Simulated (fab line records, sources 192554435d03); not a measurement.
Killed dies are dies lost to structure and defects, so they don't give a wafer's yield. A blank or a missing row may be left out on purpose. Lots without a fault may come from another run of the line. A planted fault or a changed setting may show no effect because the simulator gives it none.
A struck lot beside a sound one | flow n5_finfet | 41 steps out of a route of 1938
Sound: wafers L248.3, L248.5, L248.6. Struck: wafers L259.2, L259.3, L259.4. The cause comes at the end.
At each step with rows: each side's tool, then ch and its chambers, then its first start. Under that, the readings that differ: sound wafers | struck wafers | difference of the means | sigmas: that difference in standard deviations of wafers without a fault.
alike: readings whose means differ by less than 2 such deviations, and words and numbers that are the same on both sides. not compared: withheld readings, readings that some wafer has no value for, bounds like >300 that may hide the same value, and numbers for which the record gives no deviation and whose values overlap.
The two part at a step that has a row with sigmas, a row that says differs or no value, or rows on one side only. Numbers that don't overlap but have no deviation are shown without sigmas and don't part them. A reading that every wafer of one side lacks parts them only if that side has two wafers or more.

first, 11 steps without rows for these wafers: N5_BEOL_M0_SAQP_SPACER1_ALD_98 (deposits SiO2, target thk 12.8 nm, pulse time 1 s, purge time 2 s); N5_BEOL_M0_SAQP_SPACER1_ETCHBACK_99 (etches SiO2 in CHF3/O2, target depth 15.4 nm, time 7.7 s); N5_BEOL_M0_SAQP_MANDREL1_REMOVE_100 (chemistry HBr/Cl2/O2, target a-Si, stops on SiNx, bt time 10 s); N5_BEOL_M0_SAQP_ETCH_101 (etches SiNx in CH3F/O2, target depth 29.9 nm, time 42.7 s); N5_BEOL_M0_SAQP_ETCH_102 (etches SiO2 in CF4, target depth 4 nm, time 4.4 s); N5_BEOL_M0_SAQP_MANDREL_ETCH_103 (etches a-Si in HBr/Cl2, stops on SiCN, target depth 45 nm, bt time 10 s, time 27 s); N5_BEOL_M0_SAQP_RECESS_104 (chemistry HF/NH3, target SiO2, target depth 18 nm, afs cycles 3, sublimation time 60 s); N5_BEOL_M0_SAQP_COAT_105 (time 60 s, resist thk 100 nm); N5_BEOL_M0_SAQP_ETCH_106 (etches SOC in N2/H2, stops on SiNx, target depth 150 nm); N5_BEOL_M0_SAQP_ETCH_107 (etches SiNx in CH3F/O2, target depth 30 nm); N5_BEOL_M0_SAQP_STRIP_108 (strips in N2/H2).
N5_BEOL_M0_SAQP_RECESS_109: chemistry HF/NH3, target SiO2, target depth 3 nm, afs cycles 1, sublimation time 60 s.
  sound on vapor_etch-01 ch 0,1, day 6 06:34; struck on vapor_etch-01 ch 0,1, day 8 20:57
  reading                | sound                | struck               | difference | sigmas
  foreline_p_Torr (Torr) | 0.1264 0.1279 0.1267 | 0.1279 0.1285 0.1280 | +0.0011    | +2
  alike: drypump_motor_current_A
then, 12 steps without rows for these wafers: N5_BEOL_M0_SAQP_SPACER2_ALD_26 (deposits SiO2, target thk 15 nm, pulse time 1 s, purge time 2 s); N5_BEOL_M0_SAQP_SPACER2_ETCHBACK_27 (etches SiO2 in CHF3/O2, target depth 22.5 nm, time 11.25 s); N5_BEOL_M0_SAQP_MANDREL2_REMOVE_110 (chemistry HBr/Cl2/O2, target a-Si, stops on SiCN, bt time 10 s); N5_BEOL_M0_SAQP_COAT_69 (time 60 s, resist thk 90 nm); N5_BEOL_M0_SAQP_COAT_72 (time 60 s, resist thk 15 nm); N5_BEOL_M0_SAQP_COAT_87 (time 60 s, resist thk 5 nm); N5_BEOL_M0_SAQP_COAT_34 (resist thk 30 nm); N5_BEOL_M0_SAQP_EBR_36; N5_BEOL_M0_SAQP_SOFTBAKE_35 (time 60 s); N5_BEOL_M0_SAQP_EXPOSE_37 (exposes mask M0 CUT1, target cd 30 nm); N5_BEOL_M0_SAQP_PEB_38 (peb time 60 s); N5_BEOL_M0_SAQP_DEVELOP_39 (develop time 30 s).
N5_BEOL_M0_SAQP_INSPECT_42: inspects for defects (brightfield).
  sound on defect_inspect-01, day 6 07:48; struck on defect_inspect-01, day 8 22:14
  reading          | sound       | struck         | difference | sigmas
  raw_defect_count | 159 244 253 | 1422 1485 1626 | +1292      | +16
then, 13 steps without rows for these wafers: N5_BEOL_M0_SAQP_DESCUM_45 (chemistry O2, time 7 s); N5_BEOL_M0_SAQP_ETCH_88 (etches underlayer in N2/H2, target depth 6.5 nm, time 5.2 s); N5_BEOL_M0_SAQP_ETCH_73 (etches SiARC in CF4, target depth 19.5 nm, time 32.5 s); N5_BEOL_M0_SAQP_CUT_ETCH_46 (etches SOC in N2/H2, target depth 135 nm, overetch 27 nm, time 202.5 s); N5_BEOL_M0_SAQP_STRIP_74 (strips in N2/H2); N5_BEOL_M0_SAQP_STRIP_89 (strips in N2/H2); N5_BEOL_M0_SAQP_ALD_48 (deposits SiO2, target thk 20 nm, pulse time 1 s, co reactant pulse time 1 s); N5_BEOL_M0_SAQP_ETCH_49 (etches SiO2 in CF4/O2, target depth 37 nm); N5_BEOL_M0_SAQP_STRIP_75 (strips in CF4); N5_BEOL_M0_CUTY_COAT_50 (time 60 s, resist thk 15 nm); N5_BEOL_M0_CUTY_COAT_51 (resist thk 150 nm); N5_BEOL_M0_CUTY_EBR_52; N5_BEOL_M0_CUTY_SOFTBAKE_53 (time 60 s).
N5_BEOL_M0_CUTY_INSPECT_59: inspects for defects (macro).
  sound on defect_inspect-02, day 6 09:11; struck on defect_inspect-01, day 8 23:30
  reading          | sound | struck         | difference | sigmas
  raw_defect_count | 0 1 3 | >300 >300 >300 | differs    |
-- the record jumps here: 2 days lie between the struck wafers' starts before and after (it left off in module BEOL_M0_CUTY and takes up again in module BEOL_M4, whose first step shown is number 1111 of the route) --
N5_BEOL_M4_RC_MEAS_101:
  sound on prober-02 ch 0, day 8 05:46; struck on prober-02 ch 0, day 11 02:11
  alike: DIBL_N, DIBL_P, IOFF_N, IOFF_P, ION_N, ION_P, SS_N, SS_P, VT_N, VT_P
-- the record jumps here: 4 days lie between the struck wafers' starts before and after (it left off in module BEOL_M4 and takes up again in module PASSIVATION, whose first step shown is number 1936 of the route) --
N5_PASSIVATION_PROBE_49:
  sound on prober-01, day 12 06:37; struck on prober-01, day 15 12:27
  reading                  | sound          | struck         | difference | sigmas
  defect_limited_yield (%) | 91.6 91.9 91.9 | 86.6 83.2 86.9 | -6.2       | -4
  killed_at_M0_to_M3       | 38 26 27       | 95 122 99      | +75        | +7
  killed_dies              | 99 96 96       | 158 198 154    | +73        | +4
  killed_on_rim            | 13 13 8        | 33 27 26       | +17        | +4
  sort_bin_5_function (%)  | 5.3 5.5 4.4    | 6.9 9.7 6.6    | +2.7       | +3
  sort_n_pass              | 1081 1084 1084 | 1022 982 1026  | -73        | -4
  sort_yield_pct (%)       | 91.6 91.9 91.9 | 86.6 83.2 86.9 | -6.2       | -4
  alike: killed_at_M4_up, killed_at_contacts, killed_at_front_end, killed_at_other, killed_open, killed_short, sort_bin_6_memory

WHERE THEY PART
First at N5_BEOL_M0_SAQP_RECESS_109; last, within this record, at N5_PASSIVATION_PROBE_49.

WHY: what the simulator had put in
Chamber particle source: vapor_etch-01, from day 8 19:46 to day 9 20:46, at N5_BEOL_M0_SAQP_RECESS_109. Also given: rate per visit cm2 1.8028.
